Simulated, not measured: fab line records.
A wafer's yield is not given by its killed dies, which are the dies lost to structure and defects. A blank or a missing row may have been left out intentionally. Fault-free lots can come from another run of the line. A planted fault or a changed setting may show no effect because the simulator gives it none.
fab line records	flow nandHarc
record lots=13	wafers=39	lastDay=34
route steps=1302 shown A_ZERO_WELL@411 A_ONON_D1@429 END@1302
lots with no fault: from the same line, run without faults
startH: start of the lot's first displayed wafer, in hours after the record's first day	waitH: hours since the lot's step before	" as in the row above	L1.1+2: one row covering several wafers at once	- either no value or no given start	* or withheld: withheld	< > ~ a bound
route shown NAME@n: NAME is a module with steps in the file, n the number in the route of the first one	usual: average and standard deviation across the fault-free wafers	same: alike in all rows	chamber/n: place in a boat	sites: readings site by site	_std_site: their standard deviation	_edge_site: outer sites' mean less inner sites'	radiusMm: for every site, how far away it sits from the centre of the wafer	mask NAME#n: copy n	behind: the tool/chamber that last shaped the wafer	hold: why the lot went on hold/how many hours it stayed there/how the hold came to an end	device: names the non-switching transistor (n, p or np)	end of line: the tests these same wafers got at the end of their route	where a step has no rows: the recipe by itself	killed: not the wafer's yield, but the dies lost to structure and defects at the first sort	map: a wafer's dies, x killed, . not, _ none there
set.NAME: the setting as run; set.NAME@STEP: as run at that earlier step	model.NAME: the simulator's own value behind a step, which no gauge read
steps of the route over a sample of lots; a table a step, a row a wafer
services: a tool's chamber out of use, with start hour (startH, from the record's first day; less than 0 if before it), hours out, and reason
## steps
# step NHARC_A_ZERO_WELL_RTA_16
# recipe tempC=1000	timeS=10
# usual lampPowerPct=31.7/2.6	wafer_temp_C_max=1003.1/0.84
lot.wafer	tool	chamber	startH	waitH	lampPowerPct	wafer_temp_C_max
L984.1	rtpAnneal-02	0	152.15	-	33.9	1003.0
L984.2	"	0	"	"	33.9	1003.9
L984.5	"	0	"	"	33.9	1002.9
L988.3	rtpAnneal-01	0	188.35	-	28.6	1001.8
L988.5	"	0	"	"	28.7	1003.0
L988.6	"	0	"	"	28.6	1002.6
L991.2	rtpAnneal-01	0	218.36	-	28.7	1002.8
L991.4	"	0	"	"	28.7	1002.5
L991.6	"	0	"	"	28.6	1002.3
L993.3	rtpAnneal-01	0	240.36	-	28.7	1002.5
L993.5	"	0	"	"	28.7	1002.7
L993.6	"	0	"	"	28.7	1003.0
L994.1	rtpAnneal-02	0	254.81	-	33.9	1004.5
L994.5	"	0	"	"	34.0	1003.0
L994.6	"	0	"	"	33.9	1004.0
L997.4	rtpAnneal-02	0	284.81	-	34.0	1003.4
L997.5	"	0	"	"	33.9	1004.6
L997.6	"	0	"	"	34.0	1003.7
L998.3	rtpAnneal-02	0	285.54	-	34.0	1003.3
L998.5	"	0	"	"	33.9	1003.7
L998.6	"	0	"	"	33.9	1002.6
L999.2	rtpAnneal-01	0	307.95	-	28.7	1001.9
L999.3	"	0	"	"	28.7	1002.5
L999.4	"	0	"	"	28.7	1002.9
L100.3	rtpAnneal-01	0	308.55	-	28.7	1002.5
L100.5	"	0	"	"	28.6	1002.3
L100.6	"	0	"	"	28.7	1002.7
L102.1	rtpAnneal-02	0	330.62	-	33.9	1003.5
L102.3	"	0	"	"	33.9	1003.6
L102.6	"	0	"	"	33.9	1003.4
L103.2	rtpAnneal-02	0	335.39	-	34.0	1003.9
L103.4	"	0	"	"	34.0	1004.4
L103.6	"	0	"	"	33.9	1002.4
L104.2	rtpAnneal-02	0	358.70	-	33.9	1004.5
L104.3	"	0	"	"	34.0	1003.6
L104.5	"	0	"	"	33.9	1003.3
L106.2	rtpAnneal-02	0	373.15	-	34.0	1003.2
L106.4	"	0	"	"	33.9	1005.1
L106.6	"	0	"	"	33.9	1003.4
# step NHARC_A_ONON_D1_THK_MEAS_08
# recipe thkMeasGauge=ellipsometry
# usual thkNm=1000/12
lot.wafer	tool	chamber	startH	waitH	thkNm
L984.1	filmMetro-02	-	175.74	-	989
L984.2	"	-	"	"	988
L984.5	"	-	"	"	987
L988.3	filmMetro-02	-	211.76	-	1000
L988.5	"	-	"	"	999
L988.6	"	-	"	"	999
L991.2	filmMetro-02	-	242.50	-	990
L991.4	"	-	"	"	989
L991.6	"	-	"	"	992
L993.3	filmMetro-01	-	262.45	-	990
L993.5	"	-	"	"	985
L993.6	"	-	"	"	988
L994.1	filmMetro-02	-	280.42	-	1011
L994.5	"	-	"	"	1010
L994.6	"	-	"	"	1010
L997.4	filmMetro-02	-	307.08	-	1001
L997.5	"	-	"	"	1001
L997.6	"	-	"	"	998
L998.3	filmMetro-02	-	307.09	-	1005
L998.5	"	-	"	"	1006
L998.6	"	-	"	"	1005
L999.2	filmMetro-02	-	334.01	-	985
L999.3	"	-	"	"	985
L999.4	"	-	"	"	985
L100.3	filmMetro-01	-	334.03	-	1005
L100.5	"	-	"	"	1005
L100.6	"	-	"	"	1004
L102.1	filmMetro-01	-	353.93	-	997
L102.3	"	-	"	"	996
L102.6	"	-	"	"	997
L103.2	filmMetro-02	-	358.53	-	991
L103.4	"	-	"	"	992
L103.6	"	-	"	"	992
L104.2	filmMetro-01	-	380.01	-	973
L104.3	"	-	"	"	974
L104.5	"	-	"	"	974
L106.2	filmMetro-02	-	400.44	-	998
L106.4	"	-	"	"	998
L106.6	"	-	"	"	998
# step NHARC_A_ONON_D1_DEP_28
# recipe targetThkA=10000	n2FlowSccm=2750	n2oFlowSccm=2000	nh3FlowSccm=500	sih4FlowSccm=210	tempC=400
# usual n2FlowSccm=2750/8.9	n2oFlowSccm=2000/5.6	sih4FlowSccm=210.1/0.67
lot.wafer	tool	chamber	startH	waitH	n2FlowSccm	n2oFlowSccm	sih4FlowSccm
L984.1	pecvdOnon-01	0	186.74	0.1	2754	2009	211.3
L984.2	"	0	"	"	2766	2003	210.2
L984.5	"	0	"	"	2752	1998	210.5
L988.3	pecvdOnon-04	0	225.70	0.2	2767	2001	209.9
L988.5	"	0	"	"	2767	1999	209.9
L988.6	"	0	"	"	2762	2004	209.7
L991.2	pecvdOnon-03	0	254.03	0.1	2748	2000	210.2
L991.4	"	0	"	"	2755	1998	210.0
L991.6	"	0	"	"	2766	2000	209.8
L993.3	pecvdOnon-04	0	273.49	0.2	2736	2002	209.8
L993.5	"	0	"	"	2746	1996	208.9
L993.6	"	0	"	"	2750	2002	209.1
L994.1	pecvdOnon-04	0	291.09	0.1	2739	2003	208.9
L994.5	"	0	"	"	2740	1990	209.4
L994.6	"	0	"	"	2746	1992	209.0
L997.4	pecvdOnon-01	0	318.34	0.4	2742	1996	210.1
L997.5	"	0	"	"	2743	2000	209.7
L997.6	"	0	"	"	2750	1999	209.5
L998.3	pecvdOnon-01	0	318.64	0.3	2745	2000	210.1
L998.5	"	0	"	"	2745	2004	210.1
L998.6	"	0	"	"	2738	2001	209.9
L999.2	pecvdOnon-01	0	344.71	0.1	2750	2003	210.9
L999.3	"	0	"	"	2745	1999	210.0
L999.4	"	0	"	"	2757	2000	209.8
L100.3	pecvdOnon-04	0	344.78	0.2	2743	2002	211.5
L100.5	"	0	"	"	2753	1998	210.8
L100.6	"	0	"	"	2733	2007	210.8
L102.1	pecvdOnon-01	0	365.52	0.1	2757	1997	210.6
L102.3	"	0	"	"	2751	1999	209.6
L102.6	"	0	"	"	2757	2000	211.0
L103.2	pecvdOnon-04	0	373.44	0.1	2747	2005	209.3
L103.4	"	0	"	"	2739	2005	209.8
L103.6	"	0	"	"	2739	1994	209.9
L104.2	pecvdOnon-04	0	390.78	0.1	2751	2004	211.0
L104.3	"	0	"	"	2753	2002	211.1
L104.5	"	0	"	"	2742	1999	211.0
L106.2	pecvdOnon-01	0	411.16	0.1	2738	1998	210.3
L106.4	"	0	"	"	2748	2015	210.6
L106.6	"	0	"	"	2747	1993	211.8
# step NHARC_A_ONON_D1_THK_MEAS_30
# recipe thkMeasGauge=ellipsometry
# usual thkNm=1000/11
lot.wafer	tool	chamber	startH	waitH	thkNm
L984.1	filmMetro-01	-	187.25	-	980
L984.2	"	-	"	"	979
L984.5	"	-	"	"	980
L988.3	filmMetro-01	-	226.10	-	1010
L988.5	"	-	"	"	1009
L988.6	"	-	"	"	1009
L991.2	filmMetro-02	-	254.51	-	1002
L991.4	"	-	"	"	1002
L991.6	"	-	"	"	1003
L993.3	filmMetro-02	-	273.88	-	1518
L993.5	"	-	"	"	995
L993.6	"	-	"	"	993
L994.1	filmMetro-01	-	291.60	-	1539
L994.5	"	-	"	"	1013
L994.6	"	-	"	"	1013
L997.4	filmMetro-01	-	318.68	-	997
L997.5	"	-	"	"	994
L997.6	"	-	"	"	996
L998.3	filmMetro-01	-	319.03	-	994
L998.5	"	-	"	"	992
L998.6	"	-	"	"	993
L999.2	filmMetro-01	-	345.17	-	1008
L999.3	"	-	"	"	1007
L999.4	"	-	"	"	1007
L100.3	filmMetro-02	-	345.18	-	1009
L100.5	"	-	"	"	1008
L100.6	"	-	"	"	1010
L102.1	filmMetro-02	-	366.05	-	1002
L102.3	"	-	"	"	1002
L102.6	"	-	"	"	1001
L103.2	filmMetro-02	-	373.89	-	981
L103.4	"	-	"	"	981
L103.6	"	-	"	"	982
L104.2	filmMetro-02	-	391.25	-	1006
L104.3	"	-	"	"	1001
L104.5	"	-	"	"	1003
L106.2	filmMetro-01	-	411.61	-	997
L106.4	"	-	"	"	995
L106.6	"	-	"	"	994
# step NHARC_A_ONON_D1_DEP_33
# recipe targetThkA=2000	tempC=400	pressureTorr=6.5	rfW=900	teosFlowSccm=161.4	flowSccm=2650	targetThkNm=200	gas=O2	material=SiO2
# usual heaterPowerW=585/120	throttleValvePct=15.9/0.43
lot.wafer	tool	chamber	startH	waitH	heaterPowerW	throttleValvePct
L984.2	pecvd-02	0	187.31	0.1	636	16.4
L984.1	"	1	"	"	516	16.1
L984.5	"	2	"	"	607	15.4
L988.3	pecvd-02	2	226.15	0.1	516	15.2
L988.5	"	0	"	"	562	16.6
L988.6	"	1	"	"	492	16.3
L991.2	pecvd-02	2	254.65	0.1	532	15.2
L991.6	"	1	"	"	401	15.5
L991.4	"	2	"	"	533	15.3
L993.3	pecvd-02	1	274.03	0.1	399	15.4
L993.6	"	2	"	"	550	15.6
L993.5	"	1	"	"	416	15.6
L994.1	pecvd-02	2	291.71	0.1	559	15.2
L994.5	"	1	"	"	490	15.5
L994.6	"	0	"	"	616	16.5
L997.6	pecvd-02	2	319.02	0.3	484	15.4
L997.4	"	0	"	"	591	16.5
L997.5	"	1	"	"	480	15.7
L998.3	pecvd-02	1	319.25	0.2	475	16.0
L998.5	"	0	"	"	706	16.6
L998.6	"	1	"	"	477	15.6
L999.2	pecvd-03	2	345.22	0.1	529	15.5
L999.3	"	0	"	"	306	16.2
L999.4	"	0	"	"	321	16.4
L100.3	pecvd-02	0	345.28	0.1	697	16.7
L100.6	"	2	"	"	506	15.3
L100.5	"	1	"	"	515	16.0
L102.3	pecvd-01	2	366.11	0.1	634	15.7
L102.1	"	0	"	"	613	16.4
L102.6	"	0	"	"	630	16.6
L103.2	pecvd-01	0	373.95	0.1	585	16.6
L103.6	"	0	"	"	591	16.5
L103.4	"	1	"	"	744	15.6
L104.3	pecvd-02	1	391.31	0.1	410	15.6
L104.2	"	0	"	"	726	16.4
L104.5	"	1	"	"	419	15.8
L106.2	pecvd-01	2	411.77	0.2	623	15.5
L106.6	"	2	"	"	637	15.9
L106.4	"	0	"	"	542	16.3
# step NHARC_END_SORT_01
# recipe tempC=25
# usual killedAtArray=54/17	killedAtOther=0.7/1	killedAtPeriphery=3.7/2.9	killedDies=58/16	killedOpen=3.2/1.9	killedShort=2.2/1.5
# same grossDies=677
lot.wafer	tool	chamber	startH	waitH	killedAtArray	killedAtOther	killedAtPeriphery	killedDies	killedOpen	killedShort
L993.3	prober-02	0	654.92	3.1	676	1	0	677	4	1
L993.5	prober-02	0	656.50	3.7	65	0	3	68	4	4
L993.6	prober-02	0	657.29	3.9	70	0	0	70	4	2
L994.1	prober-01	0	671.21	2.5	674	0	3	677	7	1
L994.5	prober-01	0	674.40	3.7	45	0	5	50	0	2
L994.6	prober-01	0	675.20	4.0	43	0	6	49	1	3
L998.3	prober-02	0	700.18	3.1	68	1	8	77	2	4
L998.5	prober-02	0	701.79	3.7	54	1	3	58	5	1
L998.6	prober-02	0	702.59	4.0	91	0	8	99	3	1
L100.3	prober-01	0	728.34	3.1	50	0	3	53	2	1
L100.5	prober-01	0	729.94	3.7	59	0	6	65	4	5
L100.6	prober-01	0	730.74	4.0	71	0	12	83	7	1
# killed by level:class
L993.3 A_ONON_D1:areaDep=615 A_CHANNEL_HOLE_D1:chamberFilmFlake=35 A_CHANNEL_HOLE_D2:chamberFilmFlake=14 A_CONTACT:chamberFilmFlake=3 A_CHANNEL_FILL_D2:chamberFilmFlake=2 A_BLC:chamberFilmFlake=2 A_ONON_D2:geometricParticle:open=1 A_CHANNEL_FILL_D2:geometricParticle:open=1
L993.5 A_CHANNEL_HOLE_D1:chamberFilmFlake=33 A_CHANNEL_HOLE_D2:chamberFilmFlake=10 A_CONTACT:chamberFilmFlake=7 A_M0:geometricParticle:short=2 A_CHANNEL_FILL_D2:chamberFilmFlake=2 A_STAIRCASE:chamberFilmFlake=2 A_BLC:chamberFilmFlake=2 P_BONDPAD:geometricParticle:open=1
L993.6 A_CHANNEL_HOLE_D1:chamberFilmFlake=34 A_CONTACT:chamberFilmFlake=8 A_CHANNEL_HOLE_D2:chamberFilmFlake=8 A_BLC:chamberFilmFlake=7 A_ZERO_WELL:chamberFilmFlake=2 A_CHANNEL_FILL_D2:chamberFilmFlake=2 A_STAIRCASE:chamberFilmFlake=2 A_CHANNEL_HOLE_D1:geometricParticle:open=1
L994.1 A_ONON_D1:areaDep=623 A_CHANNEL_HOLE_D1:chamberFilmFlake=36 A_CONTACT:chamberFilmFlake=3 A_WL_FILL:geometricParticle:open=2 P_GATE:chamberFilmFlake=2 A_STAIRCASE:chamberFilmFlake=2 P_M2:geometricParticle:open=1 A_CHANNEL_FILL_D2:geometricParticle:open=1
L994.5 A_CHANNEL_HOLE_D1:chamberFilmFlake=37 P_GATE:chamberFilmFlake=5 A_CONTACT:chamberFilmFlake=2 A_CHANNEL_FILL_D1:geometricParticle:short=1 A_CHANNEL_FILL_D2:geometricParticle:short=1 A_ZERO_WELL:chamberFilmFlake=1 A_STAIRCASE:chamberFilmFlake=1 A_WL_FILL:chamberFilmFlake=1
L994.6 A_CHANNEL_HOLE_D1:chamberFilmFlake=31 P_GATE:chamberFilmFlake=5 A_STAIRCASE:chamberFilmFlake=3 A_CHANNEL_FILL_D2:chamberFilmFlake=2 A_SLIT:chamberFilmFlake=2 P_M0:geometricParticle:open=1 A_CHANNEL_FILL_D1:geometricParticle:short=1 A_CHANNEL_FILL_D2:geometricParticle:short=1
L998.3 A_CHANNEL_HOLE_D1:chamberFilmFlake=29 A_SLIT:chamberFilmFlake=28 A_CONTACT:chamberFilmFlake=4 A_STAIRCASE:chamberFilmFlake=3 P_ZERO_WELL:chamberFilmFlake=2 P_BONDPAD:chamberFilmFlake=2 P_GATE:geometricParticle:short=1 P_GATE:geometricParticle:open=1
L998.5 A_CHANNEL_HOLE_D1:chamberFilmFlake=32 A_SLIT:chamberFilmFlake=15 A_STAIRCASE:chamberFilmFlake=2 P_GATE:geometricParticle:open=1 P_M0:geometricParticle:open=1 A_DECK1_JOINT:geometricParticle:open=1 A_CHANNEL_FILL_D2:geometricParticle:open=1 A_SGD_CUT:geometricParticle:short=1
L998.6 A_SLIT:chamberFilmFlake=39 A_CHANNEL_HOLE_D1:chamberFilmFlake=37 A_STAIRCASE:chamberFilmFlake=5 A_CONTACT:chamberFilmFlake=5 P_ZERO_WELL:chamberFilmFlake=2 P_M2:chamberFilmFlake=2 P_BONDPAD:chamberFilmFlake=2 P_GATE:geometricParticle:open=1
L100.3 A_SLIT:chamberFilmFlake=15 A_CHANNEL_HOLE_D1:chamberFilmFlake=9 A_CONTACT:chamberFilmFlake=9 A_CHANNEL_HOLE_D2:chamberFilmFlake=8 A_STAIRCASE:chamberFilmFlake=7 P_CONTACT:geometricParticle:open=1 P_M0:geometricParticle:short=1 A_BLC:geometricParticle:open=1
L100.5 A_CHANNEL_HOLE_D2:chamberFilmFlake=18 A_SLIT:chamberFilmFlake=15 A_CONTACT:chamberFilmFlake=6 A_CHANNEL_HOLE_D1:chamberFilmFlake=5 A_STAIRCASE:chamberFilmFlake=4 A_CHANNEL_FILL_D2:chamberFilmFlake=3 A_WL_FILL:geometricParticle:short=2 A_BLC:geometricParticle:short=2
L100.6 A_SLIT:chamberFilmFlake=26 A_CHANNEL_HOLE_D2:chamberFilmFlake=15 A_CONTACT:chamberFilmFlake=10 A_CHANNEL_HOLE_D1:chamberFilmFlake=6 A_STAIRCASE:chamberFilmFlake=5 P_GATE:chamberFilmFlake=4 P_ZERO_WELL:chamberFilmFlake=3 A_DECK1_JOINT:chamberFilmFlake=3
## services
tool	chamber	startH	hours	kind
pecvd-02	1	128.65	13.9	repair
pecvd-01	-	130.00	13.0	pm
pecvd-01	0	130.00	13.0	ventCycle
pecvdOnon-04	-	130.23	13.0	pm
pecvd-03	2	158.87	13.3	repair
pecvd-03	-	185.00	13.0	pm
pecvd-01	0	221.30	7.5	repair
pecvd-02	-	227.00	13.0	pm
pecvd-02	0	227.00	13.1	ventCycle
pecvd-02	1	227.00	13.1	ventCycle
pecvd-02	2	227.00	13.1	ventCycle
pecvdOnon-03	-	227.00	13.0	pm
pecvdOnon-01	-	269.10	13.0	pm
pecvd-01	-	311.10	13.0	pm
pecvdOnon-04	-	311.23	13.0	pm
pecvd-03	-	366.00	13.0	pm
rtpAnneal-01	-	372.00	12.0	pm
pecvd-03	-	383.98	0.8	repair
pecvd-02	0	392.88	8.4	repair
pecvdOnon-03	-	408.00	13.0	pm
pecvd-02	-	408.14	13.0	pm
pecvd-02	0	408.14	13.0	ventCycle
pecvd-02	1	408.14	13.0	ventCycle
pecvd-02	2	408.14	13.0	ventCycle
## key
firstSign step=NHARC_A_ONON_D1_THK_MEAS_30	reading=thkNm	direction=up	sigmas=50	usual=1000	struck=1528
effect step=NHARC_END_SORT_01	reading=killedDies	direction=up	sigmas=38	usual=58	struck=677
moreKillsBornAt NHARC_A_ONON_D1_DEP_28@pecvdOnon-04=1238
metAt NHARC_A_ONON_D1_DEP_28
struckLots L993,L994
struckWafers L993.3,L994.1
laterRowsLeftOut L993.3,L994.1
testerLeftOut L993,L994
notActingAt NHARC_A_ZERO_WELL_RTA_16,NHARC_A_ONON_D1_THK_MEAS_08,NHARC_A_ONON_D1_DEP_33
onsetBetween 225.70 273.49
fault kind=processParameterDrift	tool=pecvdOnon-04	chamber=-	onsetH=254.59	steps=NHARC_A_ONON_D1_DEP_28	channel=targetThkA	offset=*	shape=step	endH=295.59	scope=struckWafersOnly	actsIn=*	stated=*
# testerLeftOut: of these lots the tester's yield and bins aren't shown, on N5 and GAA mostly nor the transistor test; their killed dies are dies lost to structure and defects alone, not to doping, threshold or leakage, so they don't give the yield
# laterRowsLeftOut: the simulator's readings of these wafers behind a module that went badly wrong aren't trusted and aren't shown, but for the sort
